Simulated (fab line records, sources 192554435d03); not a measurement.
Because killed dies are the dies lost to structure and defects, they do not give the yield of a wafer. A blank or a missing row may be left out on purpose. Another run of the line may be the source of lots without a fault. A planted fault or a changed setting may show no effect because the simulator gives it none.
Chamber matching    flow n5Finfet    rieDiel-03 running N5_BEOL_M15_TRENCH_ETCH_34: 4 sister chambers
The step etches SiO2 in C4F8/O2/Ar, target depth 872.93 nm, time 199 s. 4 wafers are shown with their chamber, then 7 later ones without.

== WAFERS PAIRED WITH THEIR CHAMBERS ==
wafer   chamber  rfVppV (V)
L086.4  1        2154
L089.6  3        2178
L088.1  0        2217
L088.3  2        2194

== WAFERS MISSING THEIR CHAMBER ==
wafer   rfVppV (V)
L088.4  2154
L093.1  2218
L093.4  2194
L093.6  2153
L097.2  2151
L097.3  2215
L097.5  2217

== THE CHAMBER EACH PASSED THROUGH ==
wafer   from the rows above  in truth
L088.4  1                    1
L093.1  0                    0
L093.4  2                    2
L093.6  1                    1
L097.2  1                    1
L097.3  0                    0
L097.5  0                    0
Correctly placed: 7 of 7. Not placeable from these rows: 0. Wrongly placed: 0.
How it was worked out, from the rows above alone: a wafer's distance from a chamber is the root of the sum, over the readings, of the square of ((its reading less the chamber's mean) divided by the reading's scatter). If the next closest chamber is less than 2 further off than the closest, the wafer can't be placed; otherwise it belongs to the closest. A chamber's mean is the mean of its shown wafers. The scatter: root of mean squared gap, hidden wafer to nearest shown wafer, with one shown wafer a chamber.
